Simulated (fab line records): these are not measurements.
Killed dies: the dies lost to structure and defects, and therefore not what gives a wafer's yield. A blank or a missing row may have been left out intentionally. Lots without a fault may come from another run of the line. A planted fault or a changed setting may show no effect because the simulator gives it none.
Struck lot and sound lot, side by side -- flow n5 finfet -- 15 out of 1938 route steps
Sound: the wafers L263.1, L263.2, L263.5. Struck: wafer L254.3 (left out: L254.6, a lot-mate that was not struck); the cause follows at the end.
For every step that has rows: the tool of each side, followed by ch and its chambers, followed by its first start. Under that, the readings that differ: sound wafers -- struck wafers -- difference of the means -- sigmas: that difference in standard deviations of wafers without a fault.
alike: words and numbers the same on both sides, and readings whose means are apart by under 2 such deviations; not compared: readings that were withheld, readings missing a value for some wafer, numbers with overlapping values and no deviation given by the record, and bounds like >300 which may hide the same value.
Wherever a step has rows on one side only, a row that says differs or no value, or a row with sigmas, the two part there. Numbers that don't overlap but have no deviation are shown without sigmas and don't part them. A reading that every wafer of one side lacks parts them only if that side has two wafers or more.

first, 8 steps without rows for these wafers: N5_BEOL_M9_COAT_59 (time 60 s, resist thk 100 nm); N5_BEOL_M9_COAT_60 (time 60 s, resist thk 30 nm); N5_BEOL_M9_COAT_05 (resist thk 90 nm); N5_BEOL_M9_EBR_07; N5_BEOL_M9_SOFTBAKE_06 (time 60 s); N5_BEOL_M9_EXPOSE_08 (exposes mask M9); N5_BEOL_M9_PEB_09 (peb time 60 s); N5_BEOL_M9_DEVELOP_10 (develop time 30 s).
N5_BEOL_M9_CD_MEAS_11: the cd target is 64.1 nm.
  sound on cd sem-01 ch 0, day 17 04:55; struck on cd sem-03 ch 0, day 13 02:06
  alike: cd nm
N5_BEOL_M9_OVL_MEAS_12:
  sound on overlay-01 ch 0, day 17 04:56; struck on overlay-01 ch 0, day 13 02:08
  alike: M9_OVL
N5_BEOL_M9_INSPECT_13: inspects for defects (brightfield).
  sound: defect inspect-01 at day 17 04:58; struck: defect inspect-01 at day 13 02:09
  alike: raw defect count
N5_BEOL_M9_DESCUM_16: chemistry O2, time 7.9 s.
  sound on rie diel-06 ch 0,2,3, day 17 04:59; struck on rie diel-06 ch 3, day 13 02:11
  alike: drypump motor current A, oes product au, rf vpp V, showerhead plenum p Torr, throttle valve pct
  not compared: rf hours counter h
N5_BEOL_M9_ETCH_61: etches SiARC in CF4, target depth 39 nm, time 65 s.
  sound on rie diel-06 ch 0,2,3, day 17 05:02; struck on rie diel-06 ch 3, day 13 02:13
reading,sound,struck,difference,sigmas
etch rf on time s (s),63.2 64.4 63.8,38.9,-24.9,-9
oes product au (a.u.),0.62 0.62 0.60,0.86,+0.25,+3
  alike: bias w, drypump motor current A, mfc ar sccm, rf vpp V, showerhead plenum p Torr, throttle valve pct
  not compared: rf hours counter h
N5_BEOL_M9_ETCH_62: etches SOC in N2/H2, target depth 110 nm, overetch 22 nm, time 165 s.
  sound on rie diel-06 ch 0,2,3, day 17 05:05; struck on rie diel-06 ch 3, day 13 02:16
  alike: bias w, drypump motor current A, oes product au, rf vpp V, showerhead plenum p Torr, throttle valve pct
  not compared: rf hours counter h
-- the record jumps here: 3 days lie between the struck wafers' starts before and after (it left off in module BEOL_M9 and takes up again in module PASSIVATION, whose first step shown is number 1936 of the route) --
N5_PASSIVATION_PROBE_49:
  sound: prober-02 at day 20 04:42; struck: prober-01 at day 15 20:51
reading,sound,struck,difference,sigmas
killed at front end,45 58 78,29,-31,-3
killed at other,2 2 1,11,+9,+3
  alike: defect limited yield, killed_at_M0_to_M3, killed_at_M4_up, killed at contacts, killed dies, killed open, killed short, sort_bin_4_leakage, sort_bin_5_function, sort_bin_6_memory, sort n pass, sort yield pct

WHERE THEY PART
Earliest at N5_BEOL_M9_ETCH_61; latest, in this record, at N5_PASSIVATION_PROBE_49.

WHY: what the simulator had put in
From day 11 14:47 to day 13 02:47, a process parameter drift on rie diel-06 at N5_BEOL_M9_ETCH_61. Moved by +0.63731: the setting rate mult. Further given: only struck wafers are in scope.
